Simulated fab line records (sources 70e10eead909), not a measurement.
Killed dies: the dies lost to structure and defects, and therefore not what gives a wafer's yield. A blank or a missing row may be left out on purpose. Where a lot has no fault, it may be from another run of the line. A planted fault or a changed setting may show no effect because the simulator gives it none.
Which tool did it?    flow nand_harc    14 lots, 41 wafers sampled, at 6 steps of a route of 1302

## WHAT THE GAUGES SHOWED, per wafer
NHARC_P_BONDPAD_INSPECT_23. Usual: raw_defect_count reads 318 (standard deviation 110).
lot   measured      on                 raw_defect_count  flag
L272  day 7 02:55   defect_inspect-01  247 224 284       
L273  day 7 03:32   defect_inspect-02  322 412 229       
L274  day 7 12:59   defect_inspect-01  330 235 202       
L275  day 8 03:33   defect_inspect-02  300 266 172       
L277  day 8 15:01   defect_inspect-02  333 317 322       
L276  day 8 15:47   defect_inspect-01  346 274 160       
L282  day 10 20:47  defect_inspect-01  523 274 355       
L285  day 12 04:59  defect_inspect-02  458 410           
L288  day 13 07:39  defect_inspect-02  224 366 414       
L291  day 14 12:44  defect_inspect-02  286 395 205       
L292  day 14 23:23  defect_inspect-02  264 805 365       
L294  day 15 14:37  defect_inspect-01  402 336 259       
L293  day 15 15:51  defect_inspect-02  382 315 287       
L295  day 16 03:30  defect_inspect-02  421 467 698       

NHARC_A_START_INSPECT_01. Usual: raw_defect_count reads 3.4 (standard deviation 1.9).
lot   measured      on                 raw_defect_count  flag
L272  day 7 03:23   defect_inspect-02  7 2 1             
L273  day 7 04:00   defect_inspect-02  2 4 7             
L274  day 7 13:27   defect_inspect-01  0 6 1             
L275  day 8 04:02   defect_inspect-02  6 7 1             
L277  day 8 15:29   defect_inspect-02  6 5 1             
L276  day 8 16:16   defect_inspect-02  2 3 3             
L282  day 10 21:15  defect_inspect-01  3 3 3             
L285  day 12 05:28  defect_inspect-02  4 3               
L288  day 13 08:08  defect_inspect-01  4 3 2             
L291  day 14 13:13  defect_inspect-01  6 2 9             
L292  day 14 23:52  defect_inspect-02  6 4 3             
L294  day 15 15:07  defect_inspect-02  3 1 2             
L293  day 15 16:19  defect_inspect-01  1 4 4             
L295  day 16 03:58  defect_inspect-02  4 1 0             

NHARC_A_SOURCE_PLATE_THK_MEAS_06: measures by ellipsometry. Usual: thk_nm reads 199.3 nm (standard deviation 2.2).
lot   measured      on             thk_nm (nm)        flag
L272  day 8 02:01   film_metro-01  203.2 200.2 201.8  
L273  day 8 02:01   film_metro-02  199.7 199.4 199.3  
L274  day 8 11:41   film_metro-02  202.1 200.1 200.6  
L275  day 9 04:38   film_metro-01  199.3 198.2 199.8  
L277  day 9 14:23   film_metro-02  201.7 202.4 204.6  
L276  day 9 14:23   film_metro-01  199.1 198.4 200.6  
L282  day 11 22:47  film_metro-01  198.1 196.3 197.6  
L285  day 13 04:51  film_metro-02  198.6 198.5        
L288  day 14 08:50  film_metro-02  201.6 201.3 203.8  
L291  day 15 10:46  film_metro-02  194.3 198.2 196.8  
L292  day 15 21:55  film_metro-02  197.4 201.2 199.4  
L294  day 16 13:50  film_metro-02  199.0 199.2 197.7  
L293  day 16 13:49  film_metro-02  199.5 196.0 200.0  
L295  day 17 04:11  film_metro-02  197.0 197.2 198.1  

NHARC_A_SOURCE_PLATE_INSPECT_08. Usual: raw_defect_count reads 58 (standard deviation 23).
lot   measured      on                 raw_defect_count         flag
L272  day 8 02:04   defect_inspect-02  77 48 130                
L273  day 8 02:04   defect_inspect-01  65 49 55                 
L274  day 8 11:47   defect_inspect-01  58 57 58                 
L275  day 9 04:45   defect_inspect-01  34 43 50                 
L277  day 9 14:27   defect_inspect-01  41 34 45                 
L276  day 9 14:27   defect_inspect-02  37 56 69                 
L282  day 11 22:54  defect_inspect-02  614 609 631 634 603 633  OFF
L285  day 13 04:57  defect_inspect-02  673 630 671 625          OFF
L288  day 14 08:55  defect_inspect-02  119 105 93               
L291  day 15 10:49  defect_inspect-02  49 64 89                 
L292  day 15 22:01  defect_inspect-01  62 67 32                 
L294  day 16 13:53  defect_inspect-01  32 17 51                 
L293  day 16 13:53  defect_inspect-02  21 35 33                 
L295  day 17 04:15  defect_inspect-02  89 67 48                 

NHARC_END_SORT_01. Usual: defect_limited_yield 91.0 %, standard deviation 2.6; killed_at_array 57, standard deviation 17; killed_at_other 0.5, standard deviation 0.82; killed_at_periphery 4.0, standard deviation 2.8; killed_dies 61, standard deviation 18; killed_open 2.9, standard deviation 2; killed_short 2.3, standard deviation 1.7.
lot   measured      on         defect_limited_yield (%)  killed_at_array  killed_at_other  killed_at_periphery  killed_dies  killed_open  killed_short  flag
L272  day 25 01:10  prober-01  94.1 95.1 94.1            37 30 36         1 0 2            2 3 2                40 33 40     4 1 0        1 2 5         
L273  day 25 03:32  prober-02  89.8 89.2 89.5            66 72 69         0 0 1            3 1 1                69 73 71     3 0 1        3 2 3         
L274  day 25 15:56  prober-01  91.1 87.0 88.9            56 84 68         1 2 1            3 2 6                60 88 75     5 3 4        0 2 3         
L275  day 26 14:37  prober-01  89.8 89.8 89.5            64 65 66         1 0 0            4 4 5                69 69 71     2 6 1        1 3 2         
L277  day 26 07:36  prober-01  90.7 92.5 92.0            59 45 46         0 1 0            4 5 8                63 51 54     4 3 5        2 2 4         
L276  day 26 08:29  prober-02  90.3 89.5 90.1            59 67 64         1 0 2            6 4 1                66 71 67     3 4 3        1 1 1         
L288  day 30 23:37  prober-01  91.7 88.0 92.2            53 77 51         0 0 0            3 4 2                56 81 53     2 7 3        0 5 1         
L291  day 32 02:22  prober-02  87.7 87.4 91.3            77 77 54         4 0 1            2 8 4                83 85 59     4 4 3        1 0 2         
L292  day 33 06:10  prober-01  90.7 89.7 90.4            60 66 61         1 0 3            2 4 1                63 70 65     1 4 3        1 1 1         
L294  day 34 00:55  prober-02  87.6 90.8 91.1            77 58 58         1 0 1            6 4 1                84 62 60     5 3 2        6 1 3         
L293  day 34 11:12  prober-02  88.8 89.2 87.0            68 62 81         0 0 0            8 11 7               76 73 88     1 8 0        4 1 3         
L295  day 34 12:46  prober-01  95.3 92.3 94.1            31 41 35         0 2 2            1 9 3                32 52 40     4 4 0        0 5 1         

## WHAT TOOL EACH LOT RAN ON (gives the tool, then ch and the chambers of the sampled wafers, and finally the start)
lot   NHARC_A_SOURCE_PLATE_PVD_04
L272  pvd_sputter-03, day 7 12:36
L273  pvd_sputter-02, day 7 12:36
L274  pvd_sputter-02, day 7 22:32
L275  pvd_sputter-01, day 8 13:35
L277  pvd_sputter-03, day 9 01:52
L276  pvd_sputter-01, day 9 01:52
L282  pvd_sputter-03, day 11 07:54
L285  pvd_sputter-03, day 12 15:48
L288  pvd_sputter-02, day 13 18:07
L291  pvd_sputter-02, day 14 21:43
L292  pvd_sputter-03, day 15 09:36
L294  pvd_sputter-02, day 16 00:49
L293  pvd_sputter-01, day 16 00:49
L295  pvd_sputter-01, day 16 13:02
- NHARC_A_SOURCE_PLATE_PVD_04: deposits WSi2, target thk 50 nm.

## WHAT THE TOOLS THEMSELVES READ (means of the sampled wafers that have a number; where no wafer has one, the mark that the record gives instead)
The record holds no such reading with a usual standard deviation.

## THE ANSWER, worked out from the rows above alone
Rule: a lot counts as off when the mean over its wafers that have a number is more than 3 standard deviations away from the usual mean. A lot without any number at a reading at which 4 lots or more have one is off too. Any other lot the step has rows for is counted as sound. Order of review: gauges by route order, followed by the tools' own readings, for which a lot's mean as printed above is used. At the first step where some lot is off, the reading lying furthest off is the one used; lots without a number count as furthest.
Off, at NHARC_A_SOURCE_PLATE_INSPECT_08 on raw_defect_count: L282, L285.
If a tool, at a process step before that reading, ran all the lots that are off and no sound lot after the first of them, it fits. The gauges at NHARC_A_SOURCE_PLATE_INSPECT_08 are tried like those tools. None of those tried fits.

## WHAT THE SIMULATOR HAD PUT IN
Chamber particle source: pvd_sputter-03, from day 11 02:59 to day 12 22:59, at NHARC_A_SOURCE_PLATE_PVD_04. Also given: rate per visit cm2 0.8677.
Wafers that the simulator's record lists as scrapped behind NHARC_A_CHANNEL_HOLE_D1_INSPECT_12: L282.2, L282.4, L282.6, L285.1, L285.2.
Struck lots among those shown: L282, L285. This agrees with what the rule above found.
